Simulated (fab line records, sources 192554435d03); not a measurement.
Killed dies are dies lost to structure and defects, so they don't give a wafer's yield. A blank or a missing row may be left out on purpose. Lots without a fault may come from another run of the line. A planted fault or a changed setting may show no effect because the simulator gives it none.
Chamber matching | flow n5_finfet | N5_BEOL_M6_CVD_78 on cvd_co-01: 3 sister chambers
The step deposits Co from CCTBA/H2, target thk 2 nm, time 142.3 s. 3 wafers are shown with their chamber, then 7 later ones without.

WAFERS WITH THEIR CHAMBER
wafer  | chamber | run_length_s (s)
L781.3 | 2       | 164.6
L785.2 | 1       | 166.5
L785.4 | 0       | 165.6

WAFERS WITHOUT THEIR CHAMBER
wafer  | run_length_s (s)
L785.6 | 166.0
L788.1 | 166.0
L788.3 | 164.9
L788.4 | 166.3
L789.2 | 166.3
L789.3 | 164.5
L789.5 | 165.3

WHICH CHAMBER EACH WENT THROUGH
wafer  | from the rows above     | in truth
L785.6 | can't be placed: 0 or 1 | 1
L788.1 | can't be placed: 0 or 1 | 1
L788.3 | can't be placed: 2 or 0 | 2
L788.4 | can't be placed: 1 or 0 | 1
L789.2 | can't be placed: 1 or 0 | 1
L789.3 | 2                       | 2
L789.5 | can't be placed: 0 or 2 | 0
Placed correctly: 1 of 7. Can't be placed from these rows: 6 (the true chamber is among the candidates in 6). Placed wrongly: 0.
How it was worked out, from the rows above alone: a wafer's distance from a chamber is the root of the sum, over the readings, of the square of ((its reading less the chamber's mean) divided by the reading's scatter). The wafer belongs to the nearest chamber; if the next one is less than 2 further off, it can't be placed. A chamber's mean is the mean of its shown wafers. The scatter: with one shown wafer a chamber, the root of the mean of the squares of how far each hidden wafer lies from its nearest shown one.
